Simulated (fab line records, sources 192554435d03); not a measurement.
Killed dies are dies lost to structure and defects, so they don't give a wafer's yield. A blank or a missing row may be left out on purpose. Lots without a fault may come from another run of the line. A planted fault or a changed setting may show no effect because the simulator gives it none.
One fault seen from 2 desks | flow n5_finfet | each desk has only its own numbers; what lay behind them comes last

THE METROLOGY DESK
What the gauges read, lot by lot, whatever tool the lot ran on: means of the sampled wafers that have a number. A lot is out of limits, marked OUT, if its mean lies more than 4 standard deviations from the usual mean; the brackets give that distance. Of its 13 readings 7 are shown: the one that was out of limits first, and those that lie furthest out on some lot.
Columns: A = cd_nm at N5_WELL_APT_CD_MEAS_08, usual 199.7 nm; B = cd_nm at N5_WELL_APT_CD_MEAS_25, usual 199.7 nm; C = IOFF_P at N5_BEOL_M4_RC_MEAS_101, usual 0.22 nA/um; D = ION_N at N5_BEOL_M4_RC_MEAS_101, usual 674 uA/um; E = ION_P at N5_BEOL_M4_RC_MEAS_101, usual 464 uA/um; F = RS_NWELL at N5_BEOL_M4_RC_MEAS_101, usual 1038 ohm/sq; G = VT_P at N5_BEOL_M4_RC_MEAS_101, usual -249 mV
lot  | first seen here | A     | B     | C    | D   | E   | F              | G
L101 | day 1 13:36     | 199.9 | 197.5 | 0.19 | 659 | 453 | 1047           | -252
L102 | day 1 19:41     | 199.9 | 200.0 | 0.23 | 682 | 470 | 1031           | -247
L105 | day 2 13:47     | 200.5 | 199.3 | 0.26 | 682 | 474 | 1039           | -245
L106 | day 2 19:37     | 199.6 | 200.2 | 0.18 | 664 | 454 | 1033           | -254
L108 | day 3 07:34     | 197.2 | 199.9 | 0.20 | 671 | 455 | 1040           | -252
L109 | day 3 13:41     | 199.9 | 199.9 | 0.21 | 674 | 466 | 1046           | -249
L114 | day 4 20:29     | 199.2 | 199.4 | 0.27 | 690 | 479 | 974 (-8.6) OUT | -244
L116 | day 5 07:57     | 199.6 | 200.4 | 0.25 | 676 | 465 | 981 (-7.7) OUT | -246
L122 | day 6 19:37     | 201.3 | 199.6 | 0.21 | 671 | 465 | 1035           | -247
L124 | day 7 07:46     | 199.8 | 199.3 | 0.21 | 672 | 462 | 1040           | -249
This desk's finding: out of limits on L114, L116; first on L114, day 11 04:33 (RS_NWELL at N5_BEOL_M4_RC_MEAS_101). In limits: L101, L102, L105, L106, L108, L109, L122, L124.

THE TOOL OWNER'S DESK: implanter-02
The tool's own readings at N5_WELL_APT_IMPLANT_14: means of the sampled wafers that have a number, for each lot that ran on this tool. A lot is out of limits, marked OUT, if its mean lies more than 4 standard deviations from the usual mean; the brackets give that distance.
Columns: A = beam_on_s at N5_WELL_APT_IMPLANT_14, usual 10.00 s; B = dose_ions_cm2 at N5_WELL_APT_IMPLANT_14, usual 1.5001e+13; C = faraday_current_uA at N5_WELL_APT_IMPLANT_14, usual 190
lot  | first seen here | A     | B                    | C
L101 | day 1 13:50     | 10.04 | 1.5001e+13           | 190
L102 | day 1 20:08     | 9.95  | 1.5012e+13           | 192
L105 | day 2 14:01     | 9.91  | 1.4999e+13           | 192
L106 | day 2 19:49     | 9.88  | 1.4994e+13           | 192
L109 | day 3 13:55     | 10.02 | 1.5013e+13           | 189
L114 | day 4 20:43     | 9.77  | 1.6808e+13 (+95) OUT | 218 (+7.7) OUT
L116 | day 5 08:10     | 10.12 | 1.6800e+13 (+95) OUT | 211 (+5.8) OUT
This desk's finding: out of limits on L114, L116; first on L114, day 4 20:43 (dose_ions_cm2 at N5_WELL_APT_IMPLANT_14). In limits: L101, L102, L105, L106, L109.

PUT TOGETHER
The tool owner's desk could have raised an alarm at day 4 20:43, on L114, L116.
The metrology desk could have raised an alarm at day 11 04:33, on L114, L116.
Of the lots named, all ran N5_WELL_APT_IMPLANT_14 on implanter-02.

WHAT THE SIMULATOR HAD PUT IN
Process parameter drift: implanter-02, from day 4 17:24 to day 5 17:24, at N5_WELL_APT_IMPLANT_14. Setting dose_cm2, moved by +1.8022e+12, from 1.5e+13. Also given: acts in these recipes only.
Lots struck among those shown: L114, L116.
Hours from the fault's start to each desk's first reading out of limits: the tool owner's desk, 3; the metrology desk, 155.
